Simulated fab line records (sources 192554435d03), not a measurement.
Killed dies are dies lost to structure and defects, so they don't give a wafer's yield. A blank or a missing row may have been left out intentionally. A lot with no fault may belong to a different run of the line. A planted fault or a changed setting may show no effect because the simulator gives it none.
Matching of chambers ; flow n5-finfet ; 4 sister chambers for N5_GATE_CUT_CMP_02 on cmp-01
The step polishes, stops on SiO2, t overpolish 12.7 s, target thk 0 nm. 18 wafers are shown with their chamber, then 9 later ones without.

== WAFERS, EACH WITH ITS CHAMBER ==
wafer;chamber;motor-current-A (A);time-to-endpoint-s (s);overpolish-run-s (s)
L074.2;1;9.0;24;12.692
L074.5;1;9.4;21;12.689
L074.6;0;8.1;21;12.709
L075.2;1;9.6;19;12.696
L075.5;2;10.0;23;12.698
L075.6;1;10.3;19;12.715
L081.1;2;9.8;24;12.685
L081.4;0;7.8;17;12.698
L081.5;0;7.9;17;12.681
L087.1;2;9.7;25;12.695
L087.4;3;9.6;27;12.702
L087.6;0;8.0;18;12.701
L088.1;0;7.8;17;12.702
L088.4;3;9.7;28;12.704
L088.5;3;9.9;27;12.690
L090.2;2;9.6;28;12.686
L090.3;0;8.2;21;12.686
L090.6;3;9.4;31;12.697

SIGNATURES, as means of the wafers listed above
reading;chamber 0;chamber 1;chamber 2;chamber 3;scatter within a chamber
motor-current-A;7.967;9.575;9.775;9.650;0.297
time-to-endpoint-s;18.50;20.75;25.00;28.25;2.09
overpolish-run-s;12.69617;12.69800;12.69100;12.69825;0.0093
Rule: a wafer lies at a distance from a chamber equal to the root of the sum of squares, over the readings, of (its reading less the chamber's mean, divided by the reading's scatter). If the next closest chamber is less than 2 further off than the closest, the wafer can't be placed; otherwise it belongs to the closest. The scatter: the root of (the sum of the squares of (reading less its chamber's mean) over the shown wafers, divided by (wafers less chambers)).

== WAFERS WITH NO CHAMBER GIVEN ==
wafer;motor-current-A (A);time-to-endpoint-s (s);overpolish-run-s (s)
L092.2;7.8;22;12.697
L092.4;10.2;27;12.710
L092.5;9.4;25;12.695
L093.2;9.8;26;12.691
L093.3;8.2;20;12.705
L093.5;9.3;29;12.702
L095.1;10.4;24;12.686
L095.3;9.6;27;12.704
L095.6;8.0;17;12.707

== THE CHAMBER EACH PASSED THROUGH ==
wafer;from the rows above;in truth
L092.2;0;0
L092.4;can't be placed: 3 or 2 or 1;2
L092.5;can't be placed: 2 or 3 or 1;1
L093.2;can't be placed: 2 or 3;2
L093.3;0;0
L093.5;can't be placed: 3 or 2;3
L095.1;can't be placed: 2 or 1 or 3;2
L095.3;can't be placed: 3 or 2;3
L095.6;0;0
Placed correctly: 3 of 9. Not placeable from these rows: 6 (in 6, the candidates include the true chamber). Placed wrongly: 0.
